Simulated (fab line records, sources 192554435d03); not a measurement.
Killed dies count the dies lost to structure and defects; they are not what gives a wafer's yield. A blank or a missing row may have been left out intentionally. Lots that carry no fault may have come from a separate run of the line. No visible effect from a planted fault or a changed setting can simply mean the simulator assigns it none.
Chamber matching	flow n5_finfet	N5_PMOS_HMC_CHANNEL_EPI_CMP_21 on cmp-02: 4 sister chambers
The step polishes SiGe30, target thk 54 nm. 24 wafers are shown with their chamber, then 12 later ones without.

WAFERS PAIRED WITH THEIR CHAMBERS
wafer	chamber	motor_current_A (A)	retaining_ring_pressure_frac
L074.2	2	13.2	0.995
L074.4	0	11.9	0.999
L074.5	3	10.4	0.999
L075.1	1	12.9	1.003
L075.3	2	13.6	0.997
L075.5	1	13.1	0.997
L076.1	0	12.5	0.999
L076.2	2	13.0	0.999
L076.6	3	10.5	0.999
L077.2	3	10.7	0.994
L077.3	0	12.3	0.999
L077.4	2	13.2	0.990
L078.1	1	13.3	1.004
L078.2	0	12.4	1.003
L078.6	1	12.9	1.001
L081.2	1	13.5	1.003
L081.3	3	10.3	1.001
L081.5	0	12.2	0.996
L082.2	1	14.3	1.002
L082.5	3	10.5	1.007
L082.6	2	12.8	1.008
L085.1	0	12.0	1.000
L085.2	3	10.3	1.002
L085.6	2	13.7	1.004

SIGNATURES, as means of the wafers listed above
reading	chamber 0	chamber 1	chamber 2	chamber 3	scatter within a chamber
motor_current_A	12.217	13.333	13.250	10.450	0.344
retaining_ring_pressure_frac	0.99933	1.00167	0.99883	1.00033	0.00421
Rule: distance of a wafer from a chamber = root of the sum over the readings of ((wafer's reading minus chamber's mean) / reading's scatter) squared. If the next closest chamber is less than 2 further off than the closest, the wafer can't be placed; otherwise it belongs to the closest. The scatter: the root of (the sum of the squares of (reading less its chamber's mean) over the shown wafers, divided by (wafers less chambers)).

WAFERS MISSING THEIR CHAMBER
wafer	motor_current_A (A)	retaining_ring_pressure_frac
L090.1	12.1	1.001
L090.4	10.5	1.005
L090.6	12.0	1.011
L091.1	11.4	0.992
L091.3	13.7	0.997
L091.4	14.2	1.010
L092.1	14.1	0.998
L092.4	12.3	1.002
L092.5	13.3	0.996
L093.1	13.4	1.000
L093.4	11.4	0.996
L093.5	13.9	1.004

THE CHAMBER EACH PASSED THROUGH
wafer	from the rows above	in truth
L090.1	0	0
L090.4	3	3
L090.6	can't be placed: 0 or 1 or 2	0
L091.1	can't be placed: 0 or 3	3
L091.3	can't be placed: 2 or 1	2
L091.4	can't be placed: 1 or 2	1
L092.1	can't be placed: 1 or 2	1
L092.4	0	0
L092.5	can't be placed: 2 or 1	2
L093.1	can't be placed: 1 or 2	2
L093.4	can't be placed: 0 or 3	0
L093.5	can't be placed: 1 or 2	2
Correctly placed: 3 of 12. From these rows, 9 cannot be placed; in 9 the true chamber is one of the candidates. Placed wrongly: 0.
